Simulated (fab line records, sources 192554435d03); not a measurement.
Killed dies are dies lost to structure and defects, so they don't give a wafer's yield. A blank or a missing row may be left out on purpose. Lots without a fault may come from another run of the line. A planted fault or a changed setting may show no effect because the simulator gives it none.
Split-lot experiment | flow n5_finfet | 7 lots, 39 wafers read, on a route of 1938 steps

THE SPLIT
At N5_DUMMY_GATE_ETCH_37 (etches SOC in N2/H2, target depth 60 nm, overetch 30 nm), the setting source_w was moved away from the recipe's 840 W on 15 of the 39 wafers read, by -14.1% to +18.4%. The other wafers ran this setting at the recipe's value.

The reading is taken at the split's own step.

THE READING
rf_vpp_V, in V, at N5_DUMMY_GATE_ETCH_37 (etches SOC in N2/H2, target depth 60 nm, overetch 30 nm). Fault-free wafers of this fab line usually give 524.4 V, standard deviation 2.5 V.

wafer  | tool, chamber at the split | source_w as run, W | against the recipe | rf_vpp_V, V | against lot-mates on the recipe
L074.1 | rie_diel-04, 1             | 840                | recipe             | 528.2       | -
L074.2 | rie_diel-04, 3             | 840                | recipe             | 523.2       | -
L074.3 | rie_diel-04, 2             | 915.1              | +8.9%              | 511.5       | -13.3
L074.4 | rie_diel-04, 0             | 915.1              | +8.9%              | 512.2       | -12.6
L074.5 | rie_diel-04, 3             | 840                | recipe             | 522.9       | -
L074.6 | rie_diel-04, 2             | 915.1              | +8.9%              | 509.8       | -15.0
L076.3 | rie_diel-05, 3             | 840                | recipe             | 521.6       | -
L076.4 | rie_diel-05, 1             | 840                | recipe             | 526.5       | -
L076.6 | rie_diel-05, 2             | 840                | recipe             | 522.4       | -
L082.1 | rie_diel-05, 0             | 793.6              | -5.5%              | 536.2       | +14.7
L082.2 | rie_diel-05, 1             | 840                | recipe             | 523.9       | -
L082.3 | rie_diel-05, 2             | 793.6              | -5.5%              | 532.5       | +11.0
L082.4 | rie_diel-05, 3             | 793.6              | -5.5%              | 531.2       | +9.7
L082.5 | rie_diel-05, 3             | 840                | recipe             | 520.6       | -
L082.6 | rie_diel-05, 2             | 840                | recipe             | 519.9       | -
L084.1 | rie_diel-02, 1             | 840                | recipe             | 526.1       | -
L084.2 | rie_diel-02, 2             | 972.4              | +15.8%             | 502.3       | -21.6
L084.3 | rie_diel-02, 0             | 840                | recipe             | 525.9       | -
L084.4 | rie_diel-02, 3             | 840                | recipe             | 519.7       | -
L084.5 | rie_diel-02, 3             | 972.4              | +15.8%             | 493.5       | -30.4
L084.6 | rie_diel-02, 0             | 972.4              | +15.8%             | 500.5       | -23.4
L087.1 | rie_diel-02, 1             | 721.2              | -14.1%             | 552.3       | +26.8
L087.2 | rie_diel-02, 0             | 840                | recipe             | 525.4       | -
L087.3 | rie_diel-02, 2             | 840                | recipe             | 526.9       | -
L087.4 | rie_diel-02, 1             | 721.2              | -14.1%             | 553.2       | +27.7
L087.5 | rie_diel-02, 0             | 840                | recipe             | 524.1       | -
L087.6 | rie_diel-02, 2             | 721.2              | -14.1%             | 553.7       | +28.2
L092.1 | rie_diel-02, 2             | 994.6              | +18.4%             | 499.6       | -26.5
L092.2 | rie_diel-02, 0             | 994.6              | +18.4%             | 495.4       | -30.7
L092.3 | rie_diel-02, 3             | 994.6              | +18.4%             | 499.0       | -27.1
L092.4 | rie_diel-02, 1             | 840                | recipe             | 527.6       | -
L092.5 | rie_diel-02, 3             | 840                | recipe             | 526.7       | -
L092.6 | rie_diel-02, 0             | 840                | recipe             | 523.9       | -
L095.1 | rie_diel-02, 0             | 840                | recipe             | 522.8       | -
L095.2 | rie_diel-02, 3             | 840                | recipe             | 527.5       | -
L095.3 | rie_diel-02, 2             | 840                | recipe             | 527.1       | -
L095.4 | rie_diel-02, 1             | 840                | recipe             | 525.0       | -
L095.5 | rie_diel-02, 3             | 840                | recipe             | 529.2       | -
L095.6 | rie_diel-02, 0             | 840                | recipe             | 525.0       | -

THE FIT
A straight line over all 39 wafers: rf_vpp_V changes by -1.66 V for each +1% of source_w; r = -0.98; the points scatter about the line by 3 V.
The same after taking each lot's own level away (the mean of its wafers on the recipe; 39 wafers): -1.68 V for each +1%; r = -0.98; scatter 2.6 V.
On that fit, the largest move of source_w shifts the reading by 31 V.
The lots' own levels span 521.47 to 526.10 V, that is 1.9 times the standard deviation above.
So the lot-to-lot level changes the slope little: the two slopes agree.
Check: with one of the wafers moved furthest among these (+18.4%) left out of the fit, the line predicts -30.6 V for it against its lot-mates. It came out at -26.5 V against them.
Tool readings at the split's step, against how far the setting was moved: rf_vpp_V r = -0.98.

OTHER SPLITS ON THESE WAFERS
These wafers also went through other splits before the reading. Each is held against what the fit with the lots' levels taken away leaves over:
other split on the same wafers       | wafers away from the commonest value | r with rf_vpp_V (lot level and that fit taken away)
N5_FIN_SAQP_FIN_ETCH_36 icp_w        | 15                                   | +0.17
N5_DUMMY_GATE_HM_DEP_06 target_thk_a | 12                                   | +0.03

THE FILE'S OWN FIT
rf_vpp_V changes by -1.66 V for each +1% of source_w, r = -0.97.
